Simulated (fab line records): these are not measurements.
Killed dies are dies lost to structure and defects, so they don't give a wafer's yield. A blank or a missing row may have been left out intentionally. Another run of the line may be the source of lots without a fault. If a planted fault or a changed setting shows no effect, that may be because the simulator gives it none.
fab line records	flow nand-harc
[record] lots = 24	wafers = 72	last-day = 33
route steps=1302 shown A_SGD_CUT@890 A_SLIT@923 A_SIN_REMOVE@951 A_WL_FILL@959
lots that met no fault: from a run of the same line without faults
start-h: hours from the record's opening day to when the first of the lot's shown wafers began	wait-h: how many hours have passed since the lot's step before this one	" as in the row above	L1.1+2: several wafers, shown together as one row	- no value present, or no start provided	* or withheld: withheld	< > ~ a bound
route shown NAME@n: names a module that has steps shown in the file, with the first one's number in the route	usual: average and standard deviation across the fault-free wafers	same: alike in all rows	chamber/n: place in a boat	sites: the reading at each site	_std_site: the values' standard deviation	_edge_site: the outer-site mean with the inner-site mean subtracted	radius-mm: how far each site lies from the wafer's centre	mask NAME#n: copy n	behind: tool/chamber where the wafer was last shaped	hold: why the lot was held/for how many hours/how that ended	device: names the non-switching transistor (n, p or np)	end of line: the same wafers' tests at the end of the route	a step given without rows: its recipe and nothing more	killed: at the first sort, the dies lost to defects and structure; wafer yield is something else	map: per-die view of a wafer (x killed, . not killed, _ where there is no die)
set.NAME: setting as actually run; set.NAME@STEP: the setting as run at that earlier step	model.NAME: the simulator's own value behind a step, which no gauge read
the route's steps for a sample of lots (tables are steps, rows are wafers)
services: when a tool's chamber went out of use (start-h, in hours from the record's first day, below 0 if earlier), for how many hours, and the reason
[[steps]]
[step NHARC_A_SGD_CUT_DEP_00]
[recipe] target-thk-a = 500	temp-c = 400	target-thk-nm = 50	flow-sccm = 200	rf-w = 450	material = SiNx
[usual] heater-power-w = 650/91
lot.wafer	tool	chamber	start-h	wait-h	heater-power-w
L074.1	pecvd-03	1	434.31	0.1	779
L074.3	"	0	"	"	668
L074.5	"	2	"	"	520
L076.4	pecvd-03	2	438.89	0.1	525
L076.6	"	0	"	"	590
L076.5	"	1	"	"	820
L075.2	pecvd-02	2	439.07	0.1	639
L075.5	"	0	"	"	672
L075.4	"	2	"	"	629
L077.3	pecvd-03	1	476.07	0.1	801
L077.2	"	0	"	"	589
L077.6	"	2	"	"	591
L078.1	pecvd-02	1	479.56	0.1	551
L078.3	"	2	"	"	638
L078.6	"	2	"	"	670
L079.1	pecvd-02	1	482.81	0.1	607
L079.2	"	2	"	"	651
L079.4	"	0	"	"	690
L080.3	pecvd-04	2	486.75	0.1	606
L080.6	"	2	"	"	590
L080.5	"	1	"	"	579
L081.1	pecvd-03	0	502.60	0.2	659
L081.4	"	2	"	"	562
L081.6	"	2	"	"	565
L082.2	pecvd-02	2	526.94	0.1	658
L082.1	"	1	"	"	564
L082.5	"	0	"	"	646
L083.1	pecvd-02	2	527.29	0.1	634
L083.5	"	0	"	"	580
L083.4	"	2	"	"	610
L085.1	pecvd-04	0	555.93	0.1	738
L085.4	"	2	"	"	660
L085.6	"	1	"	"	623
L084.3	pecvd-04	2	557.31	0.1	606
L084.1	"	0	"	"	751
L084.6	"	2	"	"	592
L086.2	pecvd-03	2	563.30	0.1	515
L086.6	"	2	"	"	528
L086.4	"	1	"	"	791
L087.1	pecvd-02	1	572.48	0.1	516
L087.5	"	0	"	"	574
L087.4	"	1	"	"	502
L089.1	pecvd-03	0	593.10	0.1	630
L089.2	"	1	"	"	862
L089.4	"	2	"	"	532
L088.1	pecvd-03	2	601.95	0.1	591
L088.6	"	2	"	"	584
L088.4	"	1	"	"	808
L090.3	pecvd-04	2	602.18	0.1	589
L090.2	"	0	"	"	679
L090.5	"	1	"	"	590
L092.3	pecvd-03	2	613.07	0.1	648
L092.2	"	0	"	"	599
L092.5	"	0	"	"	594
L091.4	pecvd-03	2	613.33	0.1	609
L091.6	"	0	"	"	556
L091.5	"	1	"	"	775
L093.1	pecvd-03	2	613.53	0.1	631
L093.6	"	2	"	"	623
L093.4	"	0	"	"	595
L095.3	pecvd-03	2	646.35	0.1	643
L095.1	"	1	"	"	862
L095.6	"	2	"	"	638
L094.2	pecvd-02	1	646.61	0.1	629
L094.3	"	2	"	"	672
L094.5	"	1	"	"	614
L097.1	pecvd-04	0	656.08	0.1	785
L097.2	"	1	"	"	667
L097.4	"	1	"	"	677
L096.2	pecvd-04	1	657.40	0.1	692
L096.6	"	0	"	"	740
L096.5	"	1	"	"	693
[step NHARC_A_SGD_CUT_ETCH_59]
[recipe] target-depth-a = 2600	over-etch-frac = 0.25	time-s = 406.25	ion-energy-ev = 200	n2-flow-sccm = 150	h2-flow-sccm = 150	ar-flow-sccm = 0	rf-w = 400	bias-w = 150	chemistry = N2/H2
[usual] drypump-motor-current-A = 5.8/0.58	n2-flow-sccm = 150.0/0.43	oes-product-au = 1.001/0.012	rf-vpp-V = 429.9/2.2	showerhead-plenum-p-Torr = 2.02/0.071	throttle-valve-pct = 14.171/0.009
lot.wafer	tool	chamber	start-h	wait-h	drypump-motor-current-A	n2-flow-sccm	oes-product-au	rf-hours-counter-h	rf-vpp-V	showerhead-plenum-p-Torr	throttle-valve-pct
L074.3	rie-diel-13	2	-	-	5.3	150.0	1.006	5	429.6	1.98	14.152
L074.1	"	3	"	"	6.2	149.7	0.997	4	431.2	2.08	14.158
L074.5	"	1	"	"	5.1	150.0	0.997	-	434.6	2.17	14.160
L075.2	rie-diel-10	2	-	-	6.1	150.8	0.995	1	427.3	1.97	14.177
L075.4	"	3	"	"	6.2	149.7	0.996	1	431.8	2.10	14.169
L075.5	"	0	"	"	5.9	149.8	1.002	-	427.9	1.97	14.174
L076.4	rie-diel-13	0	440.16	0.3	6.8	149.7	1.002	-	428.8	1.96	14.188
L076.5	"	2	"	"	5.3	150.1	1.003	-	430.0	1.98	14.170
L076.6	"	0	"	"	6.8	150.1	1.002	-	428.8	1.96	14.172
L077.2	rie-diel-13	1	477.17	0.2	5.1	149.8	0.985	7	435.3	2.17	14.169
L077.3	"	1	"	"	5.1	149.9	0.988	-	434.7	2.17	14.180
L077.6	"	2	"	"	5.3	150.7	1.002	-	429.3	1.98	14.170
L078.1	rie-diel-10	2	-	-	6.0	149.6	1.000	4	430.7	1.97	14.158
L078.3	"	3	"	"	6.2	149.4	0.983	4	431.3	2.09	14.185
L078.6	"	2	"	"	6.0	149.9	1.008	-	428.1	1.97	14.172
L079.4	rie-diel-05	2	-	-	5.3	150.7	1.029	5	428.1	1.97	14.173
L079.2	"	3	"	"	5.7	149.5	1.002	5	429.8	2.04	14.165
L079.1	"	1	"	"	6.4	149.4	1.017	4	427.1	1.91	14.179
L080.3	rie-diel-13	2	-	-	5.3	151.1	1.009	8	428.5	1.98	14.164
L080.6	"	3	"	"	6.3	149.0	0.989	-	432.0	2.08	14.168
L080.5	"	0	"	"	6.8	149.7	0.996	-	429.6	1.96	14.170
L081.4	rie-diel-05	1	-	-	6.5	149.9	1.013	5	426.1	1.91	14.162
L081.1	"	2	"	"	5.3	150.5	1.016	6	428.5	1.97	14.161
L081.6	"	3	"	"	5.7	149.8	0.996	-	428.5	2.04	14.176
L082.1	rie-diel-05	1	-	-	6.5	150.2	1.012	5	427.6	1.91	14.172
L082.2	"	2	"	"	5.2	150.7	1.029	7	428.7	1.97	14.161
L082.5	"	2	"	"	5.2	150.0	1.026	-	428.3	1.97	14.171
L083.1	rie-diel-05	0	-	-	5.0	149.3	1.004	7	430.3	2.06	14.160
L083.5	"	1	"	"	6.5	150.4	1.014	-	427.5	1.91	14.181
L083.4	"	0	"	"	5.0	149.9	1.009	-	431.2	2.06	14.171
L085.4	rie-diel-05	1	-	-	6.5	150.0	1.018	7	428.0	1.91	14.178
L085.1	"	2	"	"	5.3	150.6	1.008	9	429.0	1.97	14.177
L085.6	"	0	"	"	5.0	150.6	0.994	-	430.1	2.06	14.166
L084.3	rie-diel-13	2	-	-	5.3	150.6	1.002	2	428.5	1.98	14.173
L084.1	"	0	"	"	6.7	150.5	0.992	1	427.9	1.96	14.168
L084.6	"	3	"	"	6.3	150.6	0.999	-	431.1	2.08	14.174
L086.4	rie-diel-10	3	-	-	6.2	149.4	0.997	13	432.9	2.09	14.183
L086.2	"	2	"	"	6.0	150.4	0.994	13	429.3	1.97	14.163
L086.6	"	3	"	"	6.2	150.5	0.992	-	432.9	2.09	14.182
L087.1	rie-diel-05	1	-	-	6.5	150.1	1.026	8	426.0	1.91	14.178
L087.4	"	2	"	"	5.3	150.8	1.039	10	428.2	1.97	14.164
L087.5	"	1	"	"	6.5	150.0	1.013	-	427.4	1.91	14.180
L089.2	rie-diel-10	1	-	-	5.4	150.7	1.005	15	433.4	2.08	14.193
L089.1	"	2	"	"	6.0	149.8	1.005	15	428.6	1.97	14.159
L089.4	"	0	"	"	5.9	150.4	1.002	15	430.1	1.97	14.171
L088.4	rie-diel-05	1	-	-	6.5	149.7	1.019	0	428.7	1.91	14.176
L088.1	"	2	"	"	5.2	150.6	0.994	0	429.8	1.97	14.164
L088.6	"	0	"	"	5.0	150.0	0.996	-	431.3	2.05	14.170
L090.2	rie-diel-13	0	-	-	6.7	149.5	0.990	3	428.1	1.95	14.167
L090.3	"	2	"	"	5.3	150.4	1.000	4	429.4	1.98	14.174
L090.5	"	0	"	"	6.7	149.6	0.989	-	427.6	1.95	14.180
L092.3	rie-diel-10	1	-	-	5.4	149.5	0.990	1	431.4	2.08	14.168
L092.2	"	3	"	"	6.2	150.1	0.995	1	432.1	2.09	14.162
L092.5	"	1	"	"	5.4	149.7	0.998	-	431.5	2.08	14.184
L091.4	rie-diel-13	1	-	-	5.1	150.0	0.993	5	434.4	2.17	14.173
L091.5	"	1	"	"	5.1	150.0	0.990	-	436.1	2.17	14.173
L091.6	"	2	"	"	5.3	149.9	1.006	-	429.2	1.98	14.162
L093.1	rie-diel-05	0	-	-	5.0	150.0	0.970	2	431.7	2.05	14.176
L093.4	"	1	"	"	6.4	149.9	1.008	1	427.7	1.91	14.174
L093.6	"	0	"	"	5.1	150.2	0.982	-	430.0	2.05	14.168
L095.3	rie-diel-05	0	-	-	5.0	150.7	0.989	3	431.0	2.05	14.190
L095.1	"	2	"	"	5.2	149.4	0.997	3	428.9	1.97	14.175
L095.6	"	1	"	"	6.5	149.2	1.005	-	428.9	1.91	14.167
L094.2	rie-diel-13	0	-	-	6.8	150.0	0.998	5	426.8	1.95	14.175
L094.3	"	2	"	"	5.3	149.2	1.005	6	427.9	1.98	14.157
L094.5	"	3	"	"	6.2	150.3	0.995	-	431.6	2.08	14.148
L097.4	rie-diel-13	3	-	-	6.2	150.8	1.000	7	432.1	2.08	14.164
L097.2	"	0	"	"	6.7	150.9	0.994	6	427.6	1.95	14.171
L097.1	"	2	"	"	5.3	149.5	0.998	7	428.8	1.98	14.182
L096.2	rie-diel-05	0	-	-	5.0	149.6	0.973	3	429.5	2.05	14.173
L096.6	"	3	"	"	5.7	149.5	0.983	-	429.3	2.03	14.151
L096.5	"	0	"	"	5.0	149.9	0.976	-	430.7	2.05	14.191
[step NHARC_A_SLIT_DEP_00]
[recipe] target-thk-a = 62000	temp-c = 400	material = aC
[usual] throttle-valve-pct = 35.000/0.0089
lot.wafer	tool	chamber	start-h	wait-h	throttle-valve-pct
L074.1	acl-dep-03	0	442.37	-	35.002
L074.3	"	0	443.61	-	35.011
L074.5	"	0	444.85	-	35.000
L075.2	acl-dep-01	0	450.04	-	35.010
L075.4	"	0	451.31	-	34.988
L075.5	"	0	"	"	34.997
L076.4	acl-dep-03	0	451.62	-	34.992
L076.5	"	0	"	"	34.996
L076.6	"	0	"	"	35.000
L078.1	acl-dep-01	0	486.76	-	34.991
L078.3	"	0	488.02	-	34.990
L078.6	"	0	489.91	-	35.000
L077.2	acl-dep-02	0	488.14	-	34.999
L077.3	"	0	"	"	34.992
L077.6	"	0	490.63	-	35.002
L079.1	acl-dep-01	0	500.92	-	34.991
L079.2	"	0	"	"	34.997
L079.4	"	0	502.81	-	34.993
L080.3	acl-dep-03	0	500.95	-	35.012
L080.5	"	0	502.17	-	34.985
L080.6	"	0	"	"	35.002
L081.1	acl-dep-02	0	511.69	-	34.998
L081.4	"	0	513.62	-	34.985
L081.6	"	0	514.90	-	34.996
L083.1	acl-dep-03	0	535.23	-	34.992
L083.4	"	0	537.14	-	34.994
L083.5	"	0	"	"	35.003
L082.1	acl-dep-01	0	536.29	-	35.004
L082.2	"	0	"	"	34.988
L082.5	"	0	538.78	-	35.004
L085.1	acl-dep-02	0	564.08	-	35.008
L085.4	"	0	565.95	-	34.989
L085.6	"	0	567.20	-	35.002
L084.1	acl-dep-03	0	565.05	-	34.985
L084.3	"	0	566.30	-	35.004
L084.6	"	0	568.19	-	34.987
L086.2	acl-dep-01	0	573.04	-	35.002
L086.4	"	0	574.29	-	35.003
L086.6	"	0	575.54	-	35.003
L087.1	acl-dep-02	0	580.38	-	35.000
L087.4	"	0	582.26	-	35.008
L087.5	"	0	"	"	35.006
L089.1	acl-dep-01	0	605.33	-	34.985
L089.2	"	0	"	"	35.008
L089.4	"	0	607.19	-	34.998
L088.1	acl-dep-03	0	610.34	0.8	34.997
L088.4	"	0	612.21	2.5	35.001
L088.6	"	0	613.46	3.6	34.987
L090.2	acl-dep-01	0	610.48	-	34.996
L090.3	"	0	"	"	35.014
L090.5	"	0	612.35	-	34.995
L093.1	acl-dep-01	0	624.33	3.8	35.013
L093.4	"	0	626.20	5.5	35.001
L093.6	"	0	627.44	6.6	35.002
L092.2	acl-dep-02	0	627.59	-	34.991
L092.3	"	0	"	"	35.005
L092.5	"	0	629.42	-	35.012
L091.4	acl-dep-01	0	629.95	9.0	34.994
L091.5	"	0	"	"	34.997
L091.6	"	0	"	"	35.005
L094.2	acl-dep-03	0	655.89	-	35.001
L094.3	"	0	"	"	35.001
L094.5	"	0	657.76	-	34.999
L095.1	acl-dep-01	0	656.23	2.1	35.010
L095.3	"	0	657.49	3.2	35.013
L095.6	"	0	659.38	4.9	35.009
L097.1	acl-dep-01	0	672.58	-	35.007
L097.2	"	0	"	"	35.029
L097.4	"	0	674.48	-	34.994
L096.2	acl-dep-02	0	676.94	-	34.995
L096.5	"	0	678.79	-	34.996
L096.6	"	0	"	"	34.993
[step NHARC_A_SIN_REMOVE_INSPECT_04]
[usual] raw-defect-count = 378/110
lot.wafer	tool	chamber	start-h	wait-h	raw-defect-count
L074.1	defect-inspect-01	-	459.93	0.0	265
L074.3	"	-	"	"	287
L074.5	"	-	"	"	333
L075.2	defect-inspect-01	-	472.11	0.0	381
L075.4	"	-	"	"	325
L075.5	"	-	"	"	328
L076.4	defect-inspect-01	-	474.22	0.0	520
L076.5	"	-	"	"	451
L076.6	"	-	"	"	505
L078.1	defect-inspect-02	-	504.40	0.0	385
L078.3	"	-	"	"	337
L078.6	"	-	"	"	386
L077.2	defect-inspect-01	-	504.40	0.0	314
L077.3	"	-	"	"	216
L077.6	"	-	"	"	289
L080.3	defect-inspect-01	-	517.39	0.0	395
L080.5	"	-	"	"	257
L080.6	"	-	"	"	299
L079.1	defect-inspect-02	-	517.39	0.0	382
L079.2	"	-	"	"	313
L079.4	"	-	"	"	405
L081.1	defect-inspect-01	-	529.38	0.0	394
L081.4	"	-	"	"	437
L081.6	"	-	"	"	454
L083.1	defect-inspect-01	-	552.87	0.0	445
L083.4	"	-	"	"	453
L083.5	"	-	"	"	476
L082.1	defect-inspect-02	-	552.88	0.0	460
L082.2	"	-	"	"	467
L082.5	"	-	"	"	330
L085.1	defect-inspect-01	-	581.91	0.0	376
L085.4	"	-	"	"	249
L085.6	"	-	"	"	304
L084.1	defect-inspect-02	-	581.91	0.0	797
L084.3	"	-	"	"	560
L084.6	"	-	"	"	548
L086.2	defect-inspect-01	-	594.17	0.0	268
L086.4	"	-	"	"	335
L086.6	"	-	"	"	266
L087.1	defect-inspect-02	-	598.47	0.0	296
L087.4	"	-	"	"	336
L087.5	"	-	"	"	349
L089.1	defect-inspect-01	-	623.19	0.0	363
L089.2	"	-	"	"	334
L089.4	"	-	"	"	283
L090.2	defect-inspect-02	-	630.49	0.0	356
L090.3	"	-	"	"	320
L090.5	"	-	"	"	406
L088.1	defect-inspect-01	-	630.51	0.0	278
L088.4	"	-	"	"	173
L088.6	"	-	"	"	281
L093.1	defect-inspect-02	-	641.73	0.0	449
L093.4	"	-	"	"	540
L093.6	"	-	"	"	473
L092.2	defect-inspect-02	-	644.42	0.0	230
L092.3	"	-	"	"	366
L092.5	"	-	"	"	413
L091.4	defect-inspect-01	-	644.43	0.0	346
L091.5	"	-	"	"	738
L091.6	"	-	"	"	400
L094.2	defect-inspect-02	-	672.84	0.0	517
L094.3	"	-	"	"	291
L094.5	"	-	"	"	438
L095.1	defect-inspect-01	-	672.85	0.0	492
L095.3	"	-	"	"	385
L095.6	"	-	"	"	457
L097.1	defect-inspect-02	-	690.26	0.0	451
L097.2	"	-	"	"	354
L097.4	"	-	"	"	416
L096.2	defect-inspect-02	-	695.07	0.0	226
L096.5	"	-	"	"	342
L096.6	"	-	"	"	313
[step NHARC_A_WL_FILL_STRIP_27]
[recipe] power-w = 1500	temp-c = 250	time-s = 20	chemistry = N2/H2
[usual] drypump-motor-current-A = 5.7/0.39	heater-power-w = 344/45	rf-refl-power-W = 23/8.4
lot.wafer	tool	chamber	start-h	wait-h	drypump-motor-current-A	heater-power-w	rf-hours-counter-h	rf-refl-power-W
L074.1	plasma-asher-02	1	461.87	0.1	5.7	281	4	18
L074.3	"	1	"	"	5.7	285	-	18
L074.5	"	0	"	"	5.9	340	-	34
L075.2	plasma-asher-02	0	473.87	0.1	5.9	329	8	-
L075.4	"	1	"	"	5.8	278	-	-
L075.5	"	1	"	"	5.8	280	-	-
L076.4	plasma-asher-01	0	476.00	0.1	6.0	417	-	30
L076.6	"	0	"	"	6.0	411	-	32
L076.5	"	1	"	"	5.0	365	-	13
L077.2	plasma-asher-02	1	506.14	0.1	5.7	286	14	-
L077.3	"	0	"	"	5.9	334	-	-
L077.6	"	0	"	"	5.9	334	-	-
L078.1	plasma-asher-01	0	506.39	0.1	6.0	417	31	31
L078.3	"	0	"	"	6.0	416	-	31
L078.6	"	1	"	"	5.0	368	-	12
L080.3	plasma-asher-02	0	519.43	0.4	5.9	329	-	29
L080.5	"	1	"	"	5.7	280	-	18
L080.6	"	0	"	"	5.9	339	-	32
L079.2	plasma-asher-02	1	519.50	0.4	5.7	277	17	18
L079.1	"	0	"	"	5.9	332	17	32
L079.4	"	0	"	"	5.9	342	-	33
L081.1	plasma-asher-02	1	531.14	0.1	5.7	280	24	-
L081.4	"	0	"	"	5.9	341	-	-
L081.6	"	1	"	"	5.7	277	-	-
L082.1	plasma-asher-01	0	554.65	0.2	6.0	406	6	30
L082.2	"	1	"	"	5.0	345	6	12
L082.5	"	1	"	"	5.0	339	-	12
L083.1	plasma-asher-01	1	554.93	0.1	5.0	338	6	12
L083.4	"	0	"	"	6.0	407	-	30
L083.5	"	1	"	"	5.0	336	-	12
L085.1	plasma-asher-02	0	583.67	0.2	5.9	339	33	32
L085.4	"	1	"	"	5.7	280	-	18
L085.6	"	1	"	"	5.8	281	-	19
L084.1	plasma-asher-01	1	583.95	0.2	5.0	343	12	-
L084.3	"	1	"	"	5.0	337	-	-
L084.6	"	0	"	"	6.0	406	-	-
L086.2	plasma-asher-01	0	595.94	0.1	6.0	420	13	-
L086.4	"	1	"	"	5.0	341	-	-
L086.6	"	0	"	"	6.0	406	-	-
L087.1	plasma-asher-01	0	600.44	0.1	6.0	410	14	31
L087.4	"	1	"	"	4.9	337	-	12
L087.5	"	1	"	"	4.9	338	-	12
L089.2	plasma-asher-02	1	625.09	0.1	5.7	286	2	18
L089.1	"	0	"	"	5.9	372	2	33
L089.4	"	0	"	"	5.9	354	-	30
L090.2	plasma-asher-02	1	632.57	0.1	5.8	297	2	-
L090.3	"	0	"	"	5.9	360	-	-
L090.5	"	0	"	"	5.9	358	-	-
L088.1	plasma-asher-01	1	633.17	0.1	5.0	351	20	12
L088.4	"	1	"	"	5.0	342	-	12
L088.6	"	1	"	"	5.0	346	-	13
L093.1	plasma-asher-01	0	643.73	0.1	6.0	405	23	32
L093.4	"	1	"	"	5.0	341	-	12
L093.6	"	1	"	"	5.0	341	-	12
L092.2	plasma-asher-01	1	646.26	0.1	4.9	343	24	12
L092.3	"	1	"	"	5.0	338	-	12
L092.5	"	1	"	"	4.9	347	-	12
L091.4	plasma-asher-02	1	646.40	0.2	5.8	284	-	18
L091.5	"	0	"	"	5.9	353	-	33
L091.6	"	1	"	"	5.8	289	-	17
L094.2	plasma-asher-02	1	674.59	0.1	5.7	291	13	18
L094.3	"	1	"	"	5.7	289	-	18
L094.5	"	0	"	"	5.9	358	-	31
L095.1	plasma-asher-02	0	675.00	0.4	5.8	360	13	33
L095.3	"	1	"	"	5.7	285	-	18
L095.6	"	1	"	"	5.8	291	-	19
L097.1	plasma-asher-01	0	692.15	0.1	6.0	403	29	31
L097.2	"	1	"	"	5.0	343	29	12
L097.4	"	0	"	"	6.0	406	-	33
L096.2	plasma-asher-02	0	697.03	0.1	5.9	362	19	29
L096.6	"	1	"	"	5.7	288	-	18
L096.5	"	0	"	"	5.9	356	-	31
[step NHARC_A_WL_FILL_ALD_10]
[recipe] target-thk-a = 500	pulse-time-s = 10	ald-cycles = 500	temp-c = 300	material = SiO2
[usual] heater-power-w = 475/40	precursor-pulse-height-rel = 1.001/0.02
lot.wafer	tool	chamber	start-h	wait-h	heater-power-w	precursor-pulse-height-rel
L074.1	ald-hk-01	2	467.25	0.1	528	1.049
L074.3	"	3	"	"	555	1.015
L074.5	"	2	469.30	2.1	526	0.992
L075.2	ald-hk-04	0	478.94	0.1	481	1.011
L075.4	"	2	479.97	1.1	407	1.017
L075.5	"	0	481.00	2.1	486	0.990
L076.4	ald-hk-01	1	479.97	1.1	498	1.005
L076.6	"	3	481.00	2.1	544	0.991
L076.5	"	0	"	"	524	1.006
L077.2	ald-hk-04	3	511.50	0.5	456	1.004
L077.3	"	2	513.05	2.1	411	0.947
L077.6	"	3	"	"	454	1.025
L078.3	ald-hk-01	2	511.56	0.6	488	0.996
L078.1	"	0	512.59	1.6	493	0.991
L078.6	"	2	513.63	2.6	513	0.991
L079.4	ald-hk-04	3	524.75	0.1	455	1.025
L079.1	"	0	"	"	500	0.993
L079.2	"	1	"	"	486	1.005
L080.3	ald-hk-01	0	527.84	3.1	498	0.991
L080.5	"	1	528.87	4.2	515	1.003
L080.6	"	2	529.90	5.2	509	1.016
L081.4	ald-hk-03	0	539.40	0.6	498	1.028
L081.1	"	1	"	"	427	1.006
L081.6	"	3	540.95	2.1	439	0.997
L082.1	ald-hk-04	2	561.09	1.1	413	0.983
L082.2	"	0	563.15	3.2	485	0.994
L082.5	"	2	565.21	5.2	403	1.008
L083.4	ald-hk-03	3	561.10	1.1	446	1.005
L083.1	"	0	"	"	507	1.013
L083.5	"	3	563.17	3.2	441	0.991
L085.4	ald-hk-04	2	589.03	0.1	415	0.989
L085.1	"	0	590.07	1.1	501	0.992
L085.6	"	2	591.11	2.1	423	0.978
L084.3	ald-hk-03	3	590.05	1.1	414	0.984
L084.1	"	0	"	"	504	0.994
L084.6	"	1	"	"	457	0.983
L086.2	ald-hk-03	2	601.26	0.1	451	0.991
L086.4	"	0	602.28	1.1	499	0.990
L086.6	"	2	603.31	2.1	456	0.998
L087.1	ald-hk-04	1	606.10	0.1	481	1.003
L087.4	"	3	607.13	1.1	467	0.979
L087.5	"	2	608.67	2.6	405	1.017
L089.2	ald-hk-04	2	631.02	0.1	411	1.017
L089.1	"	0	632.06	1.1	499	1.007
L089.4	"	1	"	"	482	1.033
L090.3	ald-hk-04	2	639.00	1.1	413	1.002
L090.2	"	3	"	"	467	1.020
L090.5	"	0	"	"	491	0.976
L088.1	ald-hk-03	1	640.03	2.1	453	1.041
L088.4	"	2	641.07	3.2	454	1.004
L088.6	"	3	642.10	4.2	424	0.999
L093.4	ald-hk-04	1	649.09	0.1	474	1.004
L093.1	"	0	650.63	1.6	491	0.977
L093.6	"	1	"	"	492	0.983
L092.3	ald-hk-03	2	649.60	0.6	449	1.038
L092.2	"	3	"	"	424	1.002
L092.5	"	2	651.65	2.6	464	0.969
L091.4	ald-hk-01	3	652.23	3.2	552	1.034
L091.6	"	1	654.27	5.2	526	0.993
L091.5	"	2	655.29	6.2	504	1.049
L094.2	ald-hk-03	2	679.95	0.1	452	1.009
L094.3	"	1	681.49	1.6	452	1.011
L094.5	"	2	"	"	457	0.961
L095.3	ald-hk-04	0	682.00	2.1	495	0.961
L095.1	"	1	683.02	3.1	471	0.972
L095.6	"	3	685.06	5.2	480	0.999
L097.1	ald-hk-01	2	697.54	0.1	502	1.011
L097.4	"	0	699.60	2.1	501	0.991
L097.2	"	1	700.63	3.1	504	1.004
L096.2	ald-hk-03	0	703.43	1.1	499	1.016
L096.6	"	3	706.49	4.1	440	0.980
L096.5	"	0	707.51	5.1	490	0.998
[[services]]
tool	chamber	start-h	hours	kind
plasma-asher-02	-	426.03	9.0	pm
ald-hk-04	-	432.00	10.0	pm
rie-diel-13	3	436.57	4.4	repair
rie-diel-13	1	437.49	6.1	repair
plasma-asher-01	-	465.89	6.1	repair
rie-diel-13	0	470.49	8.1	repair
rie-diel-13	-	471.41	0.2	repair
rie-diel-13	3	476.78	6.5	repair
pecvd-03	1	499.86	20.1	repair
rie-diel-05	1	506.23	16.4	repair
plasma-asher-01	-	519.00	9.0	pm
pecvd-03	2	526.41	4.8	repair
rie-diel-05	3	526.69	4.7	repair
pecvd-03	-	547.33	13.0	pm
rie-diel-05	1	547.75	3.1	repair
acl-dep-01	-	557.52	13.0	pm
pecvd-03	0	568.02	10.1	repair
rie-diel-05	-	583.60	9.0	pm
plasma-asher-02	-	603.03	9.0	pm
plasma-asher-01	-	604.69	0.8	repair
rie-diel-05	-	631.67	1.0	repair
plasma-asher-01	-	674.01	15.5	repair
rie-diel-05	1	696.34	12.7	repair
plasma-asher-01	-	696.57	9.0	pm
[[key]]
fault none
